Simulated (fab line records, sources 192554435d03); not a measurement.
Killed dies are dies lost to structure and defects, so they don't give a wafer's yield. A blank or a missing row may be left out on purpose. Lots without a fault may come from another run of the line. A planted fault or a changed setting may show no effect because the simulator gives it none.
Problem report in the 8D (eight disciplines) form, filled by code | flow n5_finfet | the parts of the form that need people (team, actions taken, sign-off) are left out

1. THE PROBLEM
strip_time_to_endpoint_s at N5_BEOL_M12_STRIP_63 reads a mean of 47.0 s on 1 wafer of 1 lot; wafers without a fault read 42.4 s with a standard deviation of 0.71. That is +6.5 standard deviations from the usual mean.
The step: strips in N2/H2.
First seen on wafer L696.6, day 17 02:49, on plasma_asher-01. The record holds 28 wafers of 10 lots with a number at this step. Rule for "out", or "out of limits": more than 4 standard deviations from the usual mean. The other wafers with a number count as sound.

2. WHAT IT IS AND WHAT IT IS NOT
question                    | is                       | is not
which readings at this step | strip_time_to_endpoint_s | drypump_motor_current_A, oes_product_au
which lots                  | L696                     | L674, L675, L676, L679, L682, L684, L687, L688, L689
which wafers of those lots  | L696.6                   | L696.4
read on which tools         | plasma_asher-01          | plasma_asher-02
when                        | from day 17 02:49        | up to then (27 sound wafers)

3. SUSPECTS, AND WHAT RULES EACH OUT
Counting: a tool at a process step up to the reading stays a suspect if it ran every lot that is out. Sound lots after the first of them don't rule it out here, since some wafers of a struck lot are sound.
- pvd_sputter-01 at N5_BEOL_M11_SPUTTER_48 (material Cu, target thk 12 nm, time 2 s): kept. It ran the lot that is out, L696 (day 17 00:24); its last sound lot up to then is L676 (day 11 16:29).
- rie_diel-01 at N5_BEOL_M12_DESCUM_15 (chemistry O2, time 7.9 s): kept. It ran the lot that is out, L696 (day 17 02:30); its last sound lot up to then is L688 (day 14 17:11).
- rie_diel-01 at N5_BEOL_M12_ETCH_59 (etches BARC in N2/H2, target depth 89 nm, overetch 26.7 nm, time 67.9 s): kept. It ran the lot that is out, L696 (day 17 02:32); its last sound lot up to then is L688 (day 14 17:14).
- plasma_asher-01 at N5_BEOL_M12_STRIP_63 (strips in N2/H2): kept. It ran the lot that is out, L696 (day 17 02:49); its last sound lot up to then is L682 (day 12 21:11). Its own readings are out on those wafers: strip_time_to_endpoint_s.
- Within rie_diel-01 at N5_BEOL_M12_DESCUM_15: the wafers that are out ran in chamber 0; their sound lot-mates ran in chamber 1.
- Within rie_diel-01 at N5_BEOL_M12_ETCH_59: the wafers that are out ran in chamber 0; their sound lot-mates ran in chamber 1.
Left after counting: pvd_sputter-01 at N5_BEOL_M11_SPUTTER_48, rie_diel-01 at N5_BEOL_M12_DESCUM_15, rie_diel-01 at N5_BEOL_M12_ETCH_59, plasma_asher-01 at N5_BEOL_M12_STRIP_63.

4. THE CAUSE (what the simulator had put in)
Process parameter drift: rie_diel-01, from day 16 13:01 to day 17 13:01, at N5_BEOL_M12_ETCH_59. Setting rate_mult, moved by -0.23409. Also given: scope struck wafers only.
Counting left 4 suspects, and this tool is among them.

5. THE CHAIN OF EFFECTS, in route order
Each row: a reading whose mean over the struck wafers that have a number lies more than 3 standard deviations from the usual. Only readings for which the record gives a usual standard deviation are gone through. hours: the time from each lot's start at the first step in this table that gives one to its start at this step, as a median over the lots. sigmas: the change in usual standard deviations.
hours | step                 | reading                  | usual  | on struck wafers | change | sigmas
0     | N5_BEOL_M12_STRIP_63 | strip_time_to_endpoint_s | 42.4 s | 47.0             | +4.6   | +6.5
The process steps in it:
- N5_BEOL_M12_STRIP_63: strips in N2/H2.
Later measuring or inspecting steps at which every struck wafer that the step has a row for has a number for every such reading, and none has moved that far: N5_BEOL_M12_INSPECT_30.

6. WHAT WOULD HAVE CAUGHT IT SOONER
In this record the first reading out of limits was taken at day 17 02:49, 14 hours after the fault began at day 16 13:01.
Of the tool readings at N5_BEOL_M12_ETCH_59 for which the record gives a usual standard deviation, none was out on any struck wafer, so an alarm limit of 4 standard deviations on them would not have fired.
All the lots that are out (1) had begun N5_BEOL_M12_ETCH_59 on rie_diel-01 by day 17 02:49. A hold on the tool at that time would have spared none of them.
